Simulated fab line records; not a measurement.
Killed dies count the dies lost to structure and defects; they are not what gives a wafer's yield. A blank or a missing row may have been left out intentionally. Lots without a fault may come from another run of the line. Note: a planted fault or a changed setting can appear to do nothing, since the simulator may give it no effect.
Chamber matching ; flow nand_harc ; NHARC_THIN_TSV_DEP_47 on pecvd-04 has 3 sister chambers
The step deposits SiO2, target thk 200 nm. 3 wafers are shown with their chamber, then 7 later ones without.

WAFERS, EACH WITH ITS CHAMBER
wafer;chamber;throttle_valve_pct (%)
L944.1;1;16.6
L945.3;0;17.5
L945.4;2;16.0

WAFERS WITHOUT THEIR CHAMBER
wafer;throttle_valve_pct (%)
L945.5;16.5
L948.1;16.4
L948.4;16.6
L948.5;16.2
L951.1;16.4
L951.2;16.5
L951.5;16.4

WHICH CHAMBER EACH WENT THROUGH
wafer;from the rows above;in truth
L945.5;1;1
L948.1;can't be placed: 1 or 2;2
L948.4;1;1
L948.5;can't be placed: 2 or 1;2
L951.1;can't be placed: 1 or 2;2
L951.2;1;1
L951.5;can't be placed: 1 or 2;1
Correctly placed: 3 of 7. Can't be placed from these rows: 4 (the true chamber is among the candidates in 4). 0 placed wrongly.
How it was worked out, from the rows above alone: a wafer's distance from a chamber is the root of the sum, over the readings, of the square of ((its reading less the chamber's mean) divided by the reading's scatter). The wafer belongs to the nearest chamber; if the next one is less than 2 further off, it can't be placed. A chamber's mean is the mean of its shown wafers. The scatter (one wafer shown for each chamber): square how far every hidden wafer sits from the nearest shown wafer, average those squares and take the square root.
